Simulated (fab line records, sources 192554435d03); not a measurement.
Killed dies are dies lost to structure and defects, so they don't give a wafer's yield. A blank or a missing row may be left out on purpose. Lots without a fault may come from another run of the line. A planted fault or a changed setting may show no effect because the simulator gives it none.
Which tool did it? | flow n5_finfet | 9 lots, 25 wafers sampled, at 7 steps of a route of 1938

WHAT THE GAUGES READ, wafer by wafer
N5_MOL_CONTACT_COAG_CD_MEAS_84: target cd 25.1 nm.
lot  | measured     | on        | cd_nm (nm)
L341 | day 5 16:28  | cd_sem-02 | 25.22 25.41 25.28
L342 | day 6 06:57  | cd_sem-02 | 25.11 25.00 25.19
L343 | day 6 11:46  | cd_sem-01 | 24.97 25.28 25.34
L344 | day 6 19:13  | cd_sem-03 | 24.79 25.28
L346 | day 7 04:36  | cd_sem-01 | 25.38 25.27 25.05
L355 | day 9 13:33  | cd_sem-02 | 25.45 25.41 8.98
L357 | day 9 23:06  | cd_sem-03 | 24.49 25.20 25.19
L358 | day 10 03:24 | cd_sem-01 | 25.31 25.37
L361 | day 10 20:05 | cd_sem-01 | 25.12 25.23 25.36

N5_MOL_CONTACT_COAG_CD_MEAS_137: target cd 16 nm.
lot  | measured     | on        | cd_nm (nm)
L341 | day 5 19:30  | cd_sem-01 | 16.4 15.6 15.8
L342 | day 6 07:59  | cd_sem-03 | 16.1 15.7 16.5
L343 | day 6 12:50  | cd_sem-01 | 15.9 16.3 15.7
L344 | day 6 20:29  | cd_sem-03 | 16.2 15.6
L346 | day 7 05:31  | cd_sem-03 | 16.4 16.4 16.0
L355 | day 9 14:38  | cd_sem-03 | 16.1 17.1 0
L357 | day 10 00:18 | cd_sem-01 | 16.6 15.5 16.2
L358 | day 10 04:44 | cd_sem-03 | 16.9 16.3
L361 | day 10 21:28 | cd_sem-02 | 16.5 16.6 15.6

N5_BEOL_M4_RC_MEAS_101.
lot  | measured     | on        | DIBL_N (mV/V)  | DIBL_P (mV/V)  | IOFF_N (nA/um) | IOFF_P (nA/um) | ION_N (uA/um) | ION_P (uA/um) | SS_N (mV/dec)  | SS_P (mV/dec)  | VT_N (mV)   | VT_P (mV)
L341 | day 8 10:56  | prober-01 | 36.5 37.6 35.0 | 38.4 38.5 35.3 | 0.18 0.20 0.13 | 0.25 0.26 0.19 | 678 701 649   | 464 476 453   | 71.1 71.8 70.9 | 73.2 73.6 72.6 | 247 245 255 | -246 -246 -250
L342 | day 8 17:58  | prober-01 | 37.8 38.2 36.8 | 36.7 37.9 35.4 | 0.15 0.16 0.12 | 0.17 0.20 0.16 | 669 678 644   | 445 464 438   | 72.4 71.1 72.1 | 73.7 74.5 73.0 | 253 250 257 | -258 -256 -257
L343 | day 8 20:34  | prober-01 | 35.7 33.3 34.0 | 35.2 34.2 35.0 | 0.16 0.12 0.12 | 0.19 0.17 0.19 | 665 652 651   | 452 453 457   | 71.9 70.8 70.7 | 72.6 72.6 72.9 | 251 254 256 | -254 -253 -251
L344 | day 10 22:53 | prober-02 | 36.6 36.7      | 37.4 37.1      | 0.16 0.17      | 0.21 0.20      | 689 683       | 469 461       | 71.8 71.7      | 73.1 73.0      | 249 249     | -250 -253
L346 | day 11 00:43 | prober-02 | 37.0 35.3 33.9 | 38.8 36.0 35.8 | 0.17 0.12 0.12 | 0.20 0.16 0.17 | 672 641 678   | 458 444 461   | 71.5 71.7 70.7 | 72.0 72.7 72.2 | 248 255 252 | -249 -256 -253
L355 | day 12 12:38 | prober-02 | 37.7 38.0      | 38.1 37.1      | 0.20 0.19      | 0.25 0.23      | 704 680       | 477 468       | 71.0 71.1      | 74.4 73.9      | 247 249     | -249 -250
L357 | day 13 04:14 | prober-01 | 34.2 37.1 35.1 | 33.9 35.9 34.9 | 0.14 0.18 0.14 | 0.18 0.22 0.21 | 684 680 660   | 469 471 455   | 70.8 71.7 72.4 | 72.9 73.4 72.9 | 252 252 251 | -252 -249 -246
L358 | day 13 06:20 | prober-02 | 37.1 35.6      | 36.7 35.6      | 0.18 0.15      | 0.21 0.20      | 680 657       | 467 448       | 72.7 71.6      | 73.1 73.5      | 248 252     | -250 -252
L361 | day 14 07:34 | prober-01 | 33.8 38.3 32.8 | 34.0 38.9 33.3 | 0.13 0.21 0.12 | 0.21 0.28 0.19 | 661 687 688   | 458 475 477   | 71.6 71.9 72.0 | 72.5 73.3 71.6 | 253 247 253 | -248 -245 -250

WHICH TOOL RAN EACH LOT (tool, then ch and the chambers of the sampled wafers, then the start)
lot  | N5_MOL_CONTACT_COAG_PRE_CLEAN_142 | N5_MOL_CONTACT_COAG_EXPOSE_81     | N5_MOL_CONTACT_COAG_ETCH_89       | N5_MOL_CONTACT_COAG_ETCH_91
L341 | pvd_sputter-01, day 5 12:31       | euv_scanner-01 ch 0, day 5 16:20  | rie_diel-03 ch 0,2,3, day 5 18:32 | rie_diel-03 ch 0,2,3, day 5 19:02
L342 | pvd_sputter-02, day 6 03:01       | euv_scanner-02 ch 0, day 6 06:49  | rie_diel-05 ch 1,3, day 6 07:07   | rie_diel-04 ch 1,2, day 6 07:29
L343 | pvd_sputter-02, day 6 07:54       | euv_scanner-02 ch 0, day 6 11:38  | rie_diel-04 ch 0,1,3, day 6 11:55 | rie_diel-03 ch 1,3, day 6 12:22
L344 | pvd_sputter-01, day 6 14:16       | euv_scanner-01 ch 0, day 6 19:05  | rie_diel-05 ch 1,2, day 6 19:37   | rie_diel-05 ch 0,3, day 6 20:01
L346 | pvd_sputter-01, day 7 00:32       | euv_scanner-01 ch 0, day 7 04:27  | rie_diel-05 ch 2,3, day 7 04:45   | rie_diel-03 ch 1,2, day 7 05:04
L355 | pvd_sputter-01, day 9 06:52       | euv_scanner-01 ch 0, day 9 13:24  | rie_diel-05 ch 1,2,3, day 9 13:42 | rie_diel-03 ch 0,2,3, day 9 14:10
L357 | pvd_sputter-01, day 9 18:56       | euv_scanner-02 ch 0, day 9 22:58  | rie_diel-04 ch 0,1,3, day 9 23:20 | rie_diel-04 ch 0,1,2, day 9 23:50
L358 | pvd_sputter-03, day 9 23:26       | euv_scanner-02 ch 0, day 10 03:16 | rie_diel-05 ch 2,3, day 10 03:34  | rie_diel-04 ch 0,3, day 10 04:16
L361 | pvd_sputter-01, day 10 15:11      | euv_scanner-02 ch 0, day 10 19:56 | rie_diel-05 ch 2,3, day 10 20:27  | rie_diel-05 ch 1,3, day 10 21:01
- N5_MOL_CONTACT_COAG_PRE_CLEAN_142: time 60 s.
- N5_MOL_CONTACT_COAG_EXPOSE_81: exposes mask VG, defocus 0 nm.
- N5_MOL_CONTACT_COAG_ETCH_89: etches underlayer in N2/H2, target depth 13 nm, time 10.4 s.
- N5_MOL_CONTACT_COAG_ETCH_91: etches SOC in N2/H2, target depth 60 nm, overetch 21 nm, time 101.2 s.

WHAT THE TOOLS THEMSELVES READ (means of the sampled wafers that have a number; where no wafer has one, the mark that the record gives instead)
N5_MOL_CONTACT_COAG_PRE_CLEAN_142.
lot  | tool           | heater_power_w (W) | susceptor_temp_C (C)
L341 | pvd_sputter-01 | 496                | 299.95
L342 | pvd_sputter-02 | 600                | 300.06
L343 | pvd_sputter-02 | 412                | 300.17
L344 | pvd_sputter-01 | 465                | 299.97
L346 | pvd_sputter-01 | 493                | 300.20
L355 | pvd_sputter-01 | 494                | 300.22
L357 | pvd_sputter-01 | 480                | 299.91
L358 | pvd_sputter-03 | 504                | 300.01
L361 | pvd_sputter-01 | 492                | 299.91

N5_MOL_CONTACT_COAG_ETCH_89.
lot  | tool        | chamber_pressure_mTorr (mTorr) | drypump_motor_current_A (A) | etch_rf_on_time_s (s) | oes_product_au (a.u.) | rf_vpp_V (V) | showerhead_plenum_p_Torr (Torr) | throttle_valve_pct (%)
L341 | rie_diel-03 | 30.02                          | 5.7                         | 10.3                  | 0.69                  | 526.8        | 2.65                            | 18.04
L342 | rie_diel-05 | 29.98                          | 5.6                         | 9.9                   | 0.69                  | 525.6        | 2.60                            | 18.04
L343 | rie_diel-04 | 29.98                          | 5.9                         | 10.4                  | 0.67                  | 521.0        | 2.43                            | 17.59
L344 | rie_diel-05 | 29.95                          | 5.8                         | 10.2                  | 0.75                  | 526.1        | 2.62                            | 17.45
L346 | rie_diel-05 | 30.01                          | 5.9                         | 9.9                   | 0.72                  | 523.7        | 2.55                            | 17.91
L355 | rie_diel-05 | 30.00                          | 5.8                         | 9.8                   | 0.71                  | 525.3        | 2.59                            | 17.75
L357 | rie_diel-04 | 30.00                          | 5.8                         | 10.6                  | 0.63                  | 520.8        | 2.42                            | 17.63
L358 | rie_diel-05 | 29.98                          | 6.0                         | 9.7                   | 0.72                  | 524.1        | 2.54                            | 17.78
L361 | rie_diel-05 | 29.97                          | 6.0                         | 9.7                   | 0.69                  | 525.1        | 2.54                            | 17.97

N5_MOL_CONTACT_COAG_ETCH_91.
lot  | tool        | chamber_pressure_mTorr (mTorr) | drypump_motor_current_A (A) | oes_product_au (a.u.) | rf_vpp_V (V) | showerhead_plenum_p_Torr (Torr) | throttle_valve_pct (%)
L341 | rie_diel-03 | 30.001                         | 5.7                         | 0.67                  | 525.9        | 2.65                            | 18.01
L342 | rie_diel-04 | 29.989                         | 5.9                         | 0.67                  | 521.4        | 2.44                            | 17.50
L343 | rie_diel-03 | 29.996                         | 5.7                         | 0.78                  | 523.0        | 2.53                            | 17.82
L344 | rie_diel-05 | 30.012                         | 5.7                         | 0.62                  | 522.6        | 2.54                            | 17.96
L346 | rie_diel-03 | 30.008                         | 6.1                         | 0.74                  | 526.5        | 2.62                            | 18.03
L355 | rie_diel-03 | 30.012                         | 5.7                         | 0.71                  | 526.2        | 2.63                            | 17.92
L357 | rie_diel-04 | 29.980                         | 5.7                         | 0.63                  | 521.3        | 2.43                            | 17.64
L358 | rie_diel-04 | 30.016                         | 5.8                         | 0.65                  | 521.4        | 2.42                            | 17.69
L361 | rie_diel-05 | 29.991                         | 5.6                         | 0.63                  | 525.2        | 2.59                            | 18.07

THE ANSWER, worked out from the rows above alone
Rule: what is usual is taken from the lots themselves. Put in order of their means at a reading, lots are off if they are a third of the lots or fewer, leave a main group of 4 or more, and stand apart from it by a gap of 3 or more times the standard deviation of the main group's means; of several such gaps the widest counts. A main group whose means are all the same, to the digits that the tables above print for the reading, isn't used. A lot without any number at a reading at which 4 lots or more have one is off too. The other lots that the step has rows for count as sound. The gauges are gone through in route order, then the tools' own readings, and for those a lot's mean is taken as printed above. The first step at which some lot is off is used, and at that step the reading that is off furthest; a lot without a number counts as furthest.
Off: L355, at N5_MOL_CONTACT_COAG_CD_MEAS_84 (cd_nm). The main group: mean 25.18 nm, standard deviation 0.12.
A tool fits if, at a process step before that reading, it ran every lot that is off, and no sound lot after the first of them. The gauges at N5_MOL_CONTACT_COAG_CD_MEAS_84 aren't tried: what is off there is off at N5_MOL_CONTACT_COAG_CD_MEAS_137 too, on other tools, and a gauge's error can't cause that. One fits: euv_scanner-01 at N5_MOL_CONTACT_COAG_EXPOSE_81. Its last sound lot is L346 (day 7 04:27), its first lot that is off L355 (day 9 13:24): a fault that began between those two fits.

WHAT THE SIMULATOR HAD PUT IN
Process parameter drift: euv_scanner-01, from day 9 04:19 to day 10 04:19, at N5_MOL_CONTACT_COAG_EXPOSE_81. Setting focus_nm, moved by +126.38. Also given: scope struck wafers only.
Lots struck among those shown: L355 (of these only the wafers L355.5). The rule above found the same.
